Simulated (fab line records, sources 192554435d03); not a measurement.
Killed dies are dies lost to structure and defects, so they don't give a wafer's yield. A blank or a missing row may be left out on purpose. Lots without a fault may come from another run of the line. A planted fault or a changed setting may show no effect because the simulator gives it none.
Split-lot experiment | flow n5_finfet | 7 lots, 21 wafers read, on a route of 1938 steps

THE SPLIT
At N5_GATE_CUT_EXPOSE_10 (exposes mask GATE CUT, target cd 20 nm), the setting dose_mj was moved away from the recipe's 43.25 on 8 of the 21 wafers read, by -7.1% to +7.4%. The other wafers ran this setting at the recipe's value.

FROM THE SPLIT TO THE READING: what the file shows between them, 2 steps
- N5_GATE_CUT_PEB_11: peb time 60 s
- N5_GATE_CUT_DEVELOP_12: develop time 30 s

THE READING
cd_nm, in nm, at N5_GATE_CUT_CD_MEAS_13 (target cd 20 nm). Fault-free wafers of this fab line usually give 20.14 nm, standard deviation 0.24 nm.

wafer  | tool, chamber at the split | dose_mj as run | against the recipe | cd_nm, nm | against lot-mates on the recipe
L076.3 | euv_scanner-02, 0          | 43.25          | recipe             | 20.13     | -
L076.4 | euv_scanner-02, 0          | 40.18          | -7.1%              | 18.42     | -1.57
L076.6 | euv_scanner-02, 0          | 43.25          | recipe             | 19.86     | -
L078.1 | euv_scanner-02, 0          | 46.43          | +7.4%              | 21.77     | +1.70
L078.2 | euv_scanner-02, 0          | 46.43          | +7.4%              | 21.66     | +1.59
L078.5 | euv_scanner-02, 0          | 43.25          | recipe             | 20.07     | -
L079.1 | euv_scanner-02, 0          | 43.25          | recipe             | 19.92     | -
L079.2 | euv_scanner-02, 0          | 43.25          | recipe             | 20.10     | -
L079.5 | euv_scanner-02, 0          | 43.25          | recipe             | 20.01     | -
L081.1 | euv_scanner-02, 0          | 40.45          | -6.5%              | 18.18     | -2.10
L081.2 | euv_scanner-02, 0          | 43.25          | recipe             | 20.28     | -
L081.4 | euv_scanner-02, 0          | 40.45          | -6.5%              | 18.47     | -1.81
L082.2 | euv_scanner-01, 0          | 45.54          | +5.3%              | 21.07     | +0.65
L082.3 | euv_scanner-01, 0          | 43.25          | recipe             | 20.47     | -
L082.5 | euv_scanner-01, 0          | 43.25          | recipe             | 20.37     | -
L084.2 | euv_scanner-02, 0          | 43.25          | recipe             | 19.95     | -
L084.3 | euv_scanner-02, 0          | 43.25          | recipe             | 19.83     | -
L084.5 | euv_scanner-02, 0          | 43.25          | recipe             | 19.93     | -
L095.2 | euv_scanner-02, 0          | 43.25          | recipe             | 19.85     | -
L095.3 | euv_scanner-02, 0          | 45.22          | +4.6%              | 20.70     | +0.85
L095.5 | euv_scanner-02, 0          | 45.22          | +4.6%              | 20.85     | +1.00

THE FIT
A straight line over all 21 wafers: cd_nm changes by +0.227 nm for each +1% of dose_mj; r = +0.97; the points scatter about the line by 0.21 nm.
The same after taking each lot's own level away (the mean of its wafers on the recipe; 21 wafers): +0.235 nm for each +1%; r = +0.98; scatter 0.2 nm.
On that fit, the largest move of dose_mj shifts the reading by 1.7 nm.
The lots' own levels span 19.850 to 20.420 nm, that is 2.4 times the standard deviation above.
So the lot-to-lot level changes the slope little: the two slopes agree.
Check: with one of the wafers moved furthest among these (+7.4%) left out of the fit, the line predicts +1.63 nm for it against its lot-mates. It came out at +1.7 nm against them.

OTHER SPLITS ON THESE WAFERS
These wafers also went through other splits before the reading. Each is held against what the fit with the lots' levels taken away leaves over:
other split on the same wafers     | wafers away from the commonest value | r with cd_nm (lot level and that fit taken away)
N5_SD_EPI_N_PEB_07 peb_time_s      | 7                                    | -0.31
N5_SD_EPI_N_ETCH_45 target_depth_a | 7                                    | -0.09
N5_SDB_COAT_04 spin_rpm            | 5                                    | -0.07
N5_HKMG_FIN_COAT_43 spin_rpm       | 7                                    | +0.28
N5_HKMG_FIN_ETCH_55 time_s         | 5                                    | +0.30

THE WHOLE CHAIN: every reading that the file lists as answering this split, in the file's order
step                   | what it does           | reading                                                         | change (the file's fit)               | r (the file's)
N5_GATE_CUT_CD_MEAS_13 | target cd 20 nm        | cd_nm                                                           | +0.223 nm for each +1% of the setting | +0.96
N5_GATE_CUT_DESCUM_18  | chemistry O2, time 7 s | GATE_CUT.cd_nm (the simulator's own value, which no gauge read) | +0.234 nm for each +1% of the setting | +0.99

THE FILE'S OWN FIT
cd_nm changes by +0.223 nm for each +1% of dose_mj, r = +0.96.
